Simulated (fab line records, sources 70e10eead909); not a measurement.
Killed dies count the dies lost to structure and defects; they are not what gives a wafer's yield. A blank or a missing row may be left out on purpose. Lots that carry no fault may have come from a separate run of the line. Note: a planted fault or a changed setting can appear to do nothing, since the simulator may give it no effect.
fab line records	flow nand-harc
record: lots: 12	wafers: 35	last-day: 24
route steps=1159 shown P_BONDPAD@365 A_ONON_D1@426 END@1159
lots untouched by any fault: they come from a run of this same line in which no faults occurred
start-h: hours from the record's opening day to when the first of the lot's shown wafers began	wait-h: how many hours have passed since the lot's step before this one	" as in the row above	L1.1+2: one row covering several wafers at once	- no value, or no start was given	* or withheld: withheld	< > ~ a bound
route shown NAME@n: NAME is a module with steps in the file, n the number in the route of the first one	usual: mean/standard deviation of fault-free wafers	same: alike in all rows	chamber/n: place in a boat	sites: readings site by site	_std_site: standard deviation across them	_edge_site: inner sites' mean taken away from outer sites' mean	radius-mm: for every site, how far away it sits from the centre of the wafer	mask NAME#n: copy n	behind: the tool/chamber that last shaped the wafer	hold: the reason the lot was held/the length of the hold in hours/how it ended	device: transistor that didn't switch, given as n, p or np	end of line: tests of these same wafers at the route's end	where a step has no rows: the recipe by itself	killed: count of dies lost to structure and defects at first sort (not the wafer's yield)	map: a wafer's dies, marking killed ones x, the rest . and places with no die _
set.NAME: the run value of the setting; set.NAME@STEP: its run value at that earlier step	model.NAME: the simulator's own value behind a step, which no gauge read
a sample of lots followed through the steps of the route, with each step as a table and each wafer as a row
services: from which hour (start-h, from the record's first day; less than 0 if before it) a tool's chamber was out of use, for how many hours, and why
== steps ==
step: NHARC_P_BONDPAD_OVL_MEAS_38
usual: overlay-x-nm: 2/4.5	overlay-y-nm: 1/4.7
lot.wafer	tool	chamber	start-h	wait-h	overlay-x-nm	overlay-y-nm
L457.2	overlay-02	-	127.98	-	5	3
L457.5	"	-	"	"	4	2
L457.6	"	-	"	"	4	2
L458.1	overlay-02	-	139.38	-	-3	-8
L458.5	"	-	"	"	-3	-8
L458.6	"	-	"	"	-2	-8
L461.1	overlay-02	-	147.00	-	-1	8
L461.5	"	-	"	"	-1	8
L461.6	"	-	"	"	-1	8
L459.2	overlay-02	-	147.58	-	8	6
L459.4	"	-	"	"	7	6
L459.6	"	-	"	"	8	6
L466.1	overlay-02	-	180.24	-	7	2
L466.2	"	-	"	"	7	1
L466.5	"	-	"	"	7	1
L467.3	overlay-02	-	187.67	-	-1	-2
L467.5	"	-	"	"	-1	-1
L472.1	overlay-01	-	222.62	-	-5	0
L472.2	"	-	"	"	-4	0
L472.5	"	-	"	"	-5	0
L474.1	overlay-02	-	237.06	-	4	5
L474.5	"	-	"	"	3	5
L474.6	"	-	"	"	2	4
L477.1	overlay-02	-	241.70	-	4	6
L477.3	"	-	"	"	4	6
L477.4	"	-	"	"	4	6
L478.1	overlay-02	-	252.00	-	-5	-4
L478.2	"	-	"	"	-5	-4
L478.3	"	-	"	"	-4	-4
L479.2	overlay-01	-	253.29	-	4	3
L479.4	"	-	"	"	4	3
L479.6	"	-	"	"	4	3
L480.1	overlay-01	-	269.32	-	0	8
L480.3	"	-	"	"	-1	8
L480.5	"	-	"	"	0	8
step: NHARC_P_BONDPAD_DESCUM_11
recipe: time-s: 3	o2-flow-sccm: 200	ar-flow-sccm: 0	bias-power-w: 0	chemistry: O2
usual: drypump-motor-current-A: 5.9/0.6	oes-product-au: 1.002/0.0083	rf-vpp-V: 58.0/0.85	showerhead-plenum-p-Torr: 1.96/0.069	throttle-valve-pct: 11.310/0.0082
lot.wafer	tool	chamber	start-h	wait-h	drypump-motor-current-A	oes-product-au	rf-hours-counter-h	rf-vpp-V	showerhead-plenum-p-Torr	throttle-valve-pct
L457.2	rie-diel-05	1	128.11	-	6.6	0.998	12	57.2	2.05	11.311
L457.6	"	1	"	"	6.6	1.005	-	58.8	2.05	11.321
L457.5	"	2	"	"	5.0	1.012	-	57.4	1.93	11.323
L458.1	rie-diel-09	1	139.53	-	6.2	1.012	22	57.0	1.85	11.319
L458.6	"	2	"	"	6.5	0.998	-	58.2	1.83	11.314
L458.5	"	3	"	"	6.6	1.011	-	57.9	1.82	11.323
L461.1	rie-diel-09	1	147.15	-	6.2	1.013	24	56.5	1.85	11.303
L461.5	"	2	"	"	6.5	0.995	-	59.1	1.83	11.305
L461.6	"	3	"	"	6.6	1.001	-	58.0	1.82	11.294
L459.4	rie-diel-05	2	147.71	-	5.0	1.010	15	57.0	1.93	11.308
L459.2	"	0	"	"	6.1	0.994	14	56.7	1.99	11.306
L459.6	"	2	"	"	5.0	1.013	-	58.0	1.93	11.314
L466.2	rie-diel-05	3	180.38	-	5.6	1.008	1	58.5	1.97	11.321
L466.1	"	0	"	"	6.2	1.002	1	57.5	1.99	11.322
L466.5	"	1	"	"	6.6	0.995	-	57.2	2.04	11.304
L467.3	rie-diel-05	0	187.81	-	6.2	0.989	1	58.6	1.99	11.315
L467.5	"	2	"	"	5.0	1.015	-	58.7	1.93	11.298
L472.1	rie-diel-05	2	222.74	-	5.0	1.009	4	58.3	1.93	11.306
L472.2	"	0	"	"	6.1	0.991	5	57.6	1.99	11.323
L472.5	"	2	"	"	5.0	1.016	-	55.7	1.93	11.303
L474.1	rie-diel-05	1	237.20	-	6.6	0.992	6	58.4	2.04	11.306
L474.6	"	1	"	"	6.6	0.988	-	59.0	2.04	11.303
L474.5	"	2	"	"	5.0	1.001	-	56.7	1.93	11.311
L477.4	rie-diel-05	3	241.83	-	5.7	0.997	7	57.4	1.97	11.307
L477.3	"	0	"	"	6.2	0.989	6	58.2	1.99	11.294
L477.1	"	1	"	"	6.6	0.982	6	57.8	2.04	11.307
L478.1	rie-diel-05	2	252.14	-	5.0	1.014	7	56.8	1.93	11.309
L478.2	"	3	"	"	5.7	1.000	8	56.9	1.97	11.310
L478.3	"	1	"	"	6.6	1.000	8	58.2	2.04	11.307
L479.2	rie-diel-05	3	253.43	-	5.7	0.992	9	58.0	1.97	11.296
L479.6	"	2	"	"	5.0	1.015	-	57.3	1.93	11.305
L479.4	"	1	"	"	6.6	1.000	-	58.8	2.04	11.313
L480.3	rie-diel-09	1	269.49	-	6.2	1.000	1	57.5	1.84	11.304
L480.1	"	3	"	"	6.6	1.000	1	56.3	1.80	11.309
L480.5	"	0	"	"	5.6	0.983	-	56.2	1.93	11.307
step: NHARC_P_BONDPAD_ETCH_37
recipe: target-depth-a: 600	overetch-a: 180	time-s: 65.91	ion-energy-ev: 200	n2-flow-sccm: 150	h2-flow-sccm: 150	ar-flow-sccm: 0	rf-w: 400	bias-w: 150	chemistry: N2/H2
usual: drypump-motor-current-A: 5.9/0.58	oes-product-au: 1.001/0.0091	rf-vpp-V: 431.7/2.3	showerhead-plenum-p-Torr: 2.08/0.075	throttle-valve-pct: 14.171/0.0083
lot.wafer	tool	chamber	start-h	wait-h	drypump-motor-current-A	oes-product-au	rf-hours-counter-h	rf-vpp-V	showerhead-plenum-p-Torr	throttle-valve-pct
L457.2	rie-diel-05	2	128.28	0.2	5.0	1.013	12	432.6	2.06	14.177
L457.6	"	3	"	"	5.7	1.003	-	430.9	2.11	14.161
L457.5	"	0	"	"	6.2	0.993	-	433.9	2.12	14.169
L458.1	rie-diel-09	1	139.60	0.1	6.1	1.007	22	427.9	1.97	14.176
L458.5	"	3	"	"	6.6	1.011	-	428.3	1.94	14.173
L458.6	"	0	"	"	5.6	1.002	-	431.0	2.07	14.166
L461.1	rie-diel-09	2	147.21	0.1	6.5	1.002	22	428.0	1.94	14.163
L461.6	"	2	"	"	6.5	1.000	-	427.6	1.94	14.169
L461.5	"	3	"	"	6.6	1.012	-	426.8	1.94	14.177
L459.2	rie-diel-05	3	147.79	0.1	5.7	1.010	14	432.8	2.10	14.181
L459.4	"	2	"	"	5.0	1.012	15	431.5	2.06	14.184
L459.6	"	3	"	"	5.6	1.006	-	432.0	2.10	14.184
L466.2	rie-diel-05	2	180.46	0.1	5.0	1.022	0	430.9	2.06	14.171
L466.1	"	3	"	"	5.6	1.001	1	432.1	2.10	14.172
L466.5	"	0	"	"	6.2	0.995	-	431.6	2.12	14.169
L467.3	rie-diel-05	3	187.88	0.1	5.7	1.006	1	432.7	2.10	14.170
L467.5	"	2	"	"	5.0	1.007	-	431.3	2.06	14.163
L472.2	rie-diel-05	2	222.83	0.1	5.1	1.012	4	431.4	2.06	14.159
L472.1	"	3	"	"	5.7	1.002	4	432.5	2.10	14.182
L472.5	"	1	"	"	6.6	0.999	-	434.7	2.18	14.179
L474.1	rie-diel-05	2	237.30	0.1	5.0	1.008	5	429.5	2.06	14.171
L474.5	"	1	"	"	6.6	0.994	-	436.0	2.18	14.165
L474.6	"	2	"	"	5.0	1.009	-	430.2	2.05	14.169
L477.4	rie-diel-05	3	241.92	0.1	5.7	1.002	7	432.0	2.10	14.175
L477.1	"	0	"	"	6.2	0.986	6	433.8	2.12	14.178
L477.3	"	1	"	"	6.6	0.996	6	434.6	2.18	14.187
L478.2	rie-diel-05	1	252.28	0.1	6.6	0.998	8	434.5	2.18	14.168
L478.1	"	2	"	"	5.0	1.008	7	432.0	2.05	14.165
L478.3	"	3	"	"	5.6	0.996	8	431.5	2.10	14.152
L479.2	rie-diel-05	3	253.53	0.1	5.7	0.994	9	431.3	2.10	14.173
L479.4	"	2	"	"	5.0	0.988	-	430.2	2.05	14.174
L479.6	"	1	"	"	6.6	0.991	-	432.9	2.18	14.161
L480.1	rie-diel-09	2	269.56	0.1	6.5	0.985	1	428.3	1.93	14.175
L480.3	"	1	"	"	6.2	0.999	1	426.9	1.96	14.176
L480.5	"	3	"	"	6.5	1.019	-	425.8	1.92	14.157
step: NHARC_A_ONON_D1_DEP_03
recipe: target-thk-a: 10000	n2-flow-sccm: 2750	n2o-flow-sccm: 2000	nh3-flow-sccm: 500	sih4-flow-sccm: 210	temp-c: 400
lot.wafer	tool	chamber	start-h	wait-h
L457.2+5+6	pecvd-onon-04	0	152.21	0.1
L458.1+5+6	pecvd-onon-02	0	166.46	0.1
L461.1+5+6	pecvd-onon-02	0	172.76	0.1
L459.2+4+6	pecvd-onon-04	0	172.78	0.1
L466.1+2+5	pecvd-onon-02	0	206.85	0.1
L467.3+5	pecvd-onon-02	0	216.14	0.4
L472.1+2+5	pecvd-onon-01	0	248.27	0.1
L474.1+5+6	pecvd-onon-01	0	264.32	0.1
L477.1+3+4	pecvd-onon-01	0	267.83	0.1
L479.2+4+6	pecvd-onon-04	0	279.20	0.1
L478.1+2+3	pecvd-onon-01	0	279.48	0.1
L480.1+3+5	pecvd-onon-01	0	296.99	0.1
step: NHARC_A_ONON_D1_THK_MEAS_05
recipe: thk-meas-gauge: ellipsometry
usual: thk-nm: 1002/8.1
lot.wafer	tool	chamber	start-h	wait-h	thk-nm
L457.2	film-metro-02	-	152.66	-	1008
L457.5	"	-	"	"	1010
L457.6	"	-	"	"	1010
L458.1	film-metro-01	-	166.99	-	1011
L458.5	"	-	"	"	1012
L458.6	"	-	"	"	1014
L459.2	film-metro-02	-	173.23	-	998
L459.4	"	-	"	"	1001
L459.6	"	-	"	"	998
L461.1	film-metro-01	-	173.28	-	1009
L461.5	"	-	"	"	1011
L461.6	"	-	"	"	1011
L466.1	film-metro-02	-	207.36	-	1001
L466.2	"	-	"	"	1109
L466.5	"	-	"	"	1110
L467.3	film-metro-01	-	216.54	-	997
L467.5	"	-	"	"	1107
L472.1	film-metro-01	-	248.79	-	1006
L472.2	"	-	"	"	1005
L472.5	"	-	"	"	1005
L474.1	film-metro-02	-	264.83	-	1000
L474.5	"	-	"	"	1002
L474.6	"	-	"	"	1003
L477.1	film-metro-02	-	268.34	-	991
L477.3	"	-	"	"	992
L477.4	"	-	"	"	991
L479.2	film-metro-01	-	279.65	-	1012
L479.4	"	-	"	"	1012
L479.6	"	-	"	"	1013
L478.1	film-metro-01	-	279.99	-	995
L478.2	"	-	"	"	994
L478.3	"	-	"	"	994
L480.1	film-metro-01	-	297.51	-	999
L480.3	"	-	"	"	997
L480.5	"	-	"	"	998
step: NHARC_END_SORT_01
recipe: temp-c: 25
usual: killed-at-array: 27/8	killed-at-other: 0.8/1.2	killed-at-periphery: 3.3/2.3	killed-dies: 31/8.8	killed-open: 3.2/2.1	killed-short: 2.1/1.4
same: gross-dies: 677
lot.wafer	tool	chamber	start-h	wait-h	killed-at-array	killed-at-other	killed-at-periphery	killed-dies	killed-open	killed-short
L466.1	prober-02	0	493.98	2.5	16	0	3	19	3	2
L466.2	prober-02	0	494.78	2.8	673	0	4	677	4	3
L466.5	prober-02	0	497.20	3.7	675	0	2	677	3	0
L467.3	prober-01	0	502.24	3.1	22	0	2	24	1	2
L467.5	prober-01	0	503.85	3.7	672	1	4	677	3	2
killed by level:class
L466.1 A_CHANNEL_HOLE_D1:chamber-film-flake=6 A_CONTACT:chamber-film-flake=3 P_ZERO_WELL:chamber-film-flake=2 A_ONON_D1:geometric-particle:open=1 A_WL_FILL:geometric-particle:short=1 A_WL_FILL:geometric-particle:open=1 A_M0:geometric-particle:open=1 A_M0:geometric-particle:short=1
L466.2 A_ONON_D1:area-dep=646 A_CHANNEL_HOLE_D1:chamber-film-flake=11 A_CHANNEL_FILL_D1:chamber-film-flake=4 A_WL_FILL:chamber-film-flake=3 A_ONON_D1:geometric-particle:open=2 A_CONTACT:geometric-particle:short=2 P_ZERO_WELL:chamber-film-flake=2 A_CONTACT:chamber-film-flake=2
L466.5 A_ONON_D1:area-dep=654 A_CHANNEL_HOLE_D1:chamber-film-flake=11 A_CONTACT:chamber-film-flake=5 A_M0:geometric-particle:open=2 P_ZERO_WELL:chamber-film-flake=2 A_WL_FILL:geometric-particle:open=1 A_CHANNEL_FILL_D1:chamber-film-flake=1 A_WL_FILL:chamber-film-flake=1
L467.3 A_CHANNEL_HOLE_D1:chamber-film-flake=12 A_CONTACT:chamber-film-flake=5 P_STI:geometric-particle:open=1 A_CHANNEL_HOLE_D1:geometric-particle:short=1 A_WL_FILL:geometric-particle:short=1 P_GATE:chamber-film-flake=1 A_STAIRCASE:chamber-film-flake=1 A_SLIT:chamber-film-flake=1
L467.5 A_ONON_D1:area-dep=658 A_CHANNEL_HOLE_D1:chamber-film-flake=10 P_BONDPAD:chamber-film-flake=2 P_GATE:geometric-particle:short=1 P_M1:geometric-particle:short=1 A_ONON_D1:geometric-particle:open=1 A_CONTACT:geometric-particle:open=1 STARTING-WAFER:geometric-particle:open=1
== services ==
tool	chamber	start-h	hours	kind
pecvd-onon-02	-	111.27	13.0	pm
rie-diel-05	0	118.27	-	clean
rie-diel-05	1	118.27	-	clean
rie-diel-05	2	118.27	-	clean
rie-diel-05	3	118.27	-	clean
pecvd-onon-01	-	137.14	3.5	repair
rie-diel-05	0	142.77	-	clean
rie-diel-05	1	142.77	-	clean
rie-diel-05	2	142.77	-	clean
rie-diel-05	3	142.77	-	clean
rie-diel-09	1	149.52	19.4	repair
rie-diel-09	-	153.22	0.5	repair
rie-diel-09	0	157.09	9.5	repair
rie-diel-05	1	157.79	10.4	repair
rie-diel-05	-	163.60	9.0	pm
rie-diel-05	0	163.60	9.0	vent-cycle
rie-diel-09	-	166.73	0.5	repair
pecvd-onon-01	-	195.00	13.0	pm
rie-diel-09	1	223.01	2.1	repair
rie-diel-05	0	232.31	7.2	repair
pecvd-onon-04	-	237.00	13.0	pm
rie-diel-05	0	250.49	7.3	repair
rie-diel-09	-	254.16	9.0	pm
pecvd-onon-02	-	292.27	13.0	pm
== key ==
first-sign: step: NHARC_A_ONON_D1_THK_MEAS_05	reading: thk-nm	direction: up	sigmas: 13	usual: 1002	struck: 1109
effect: step: NHARC_END_SORT_01	reading: killed-at-array	direction: up	sigmas: 81	usual: 27	struck: 673
more-kills-born-at: NHARC_A_ONON_D1_DEP_03@pecvd-onon-02: 1958
met-at NHARC_A_ONON_D1_DEP_03
struck-lots L466,L467
struck-wafers L466.2,L466.5,L467.5
later-rows-left-out L466.2,L466.5,L467.5
tester-left-out L466,L467
not-acting-at NHARC_P_BONDPAD_OVL_MEAS_38,NHARC_P_BONDPAD_DESCUM_11,NHARC_P_BONDPAD_ETCH_37
onset-between 172.76 206.85
fault: kind: process-parameter-drift	tool: pecvd-onon-02	chamber: -	onset-h: 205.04	steps: NHARC_A_ONON_D1_DEP_03	channel: target-thk-a	offset: *	shape: step	end-h: 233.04	scope: struck-wafers-only	acts-in: *	stated: *
tester-left-out: of these lots the tester's yield and bins aren't shown, on N5 and GAA mostly nor the transistor test; their killed dies are dies lost to structure and defects alone, not to doping, threshold or leakage, so they don't give the yield
later-rows-left-out: the simulator's readings of these wafers behind a module that went badly wrong aren't trusted and aren't shown, but for the sort
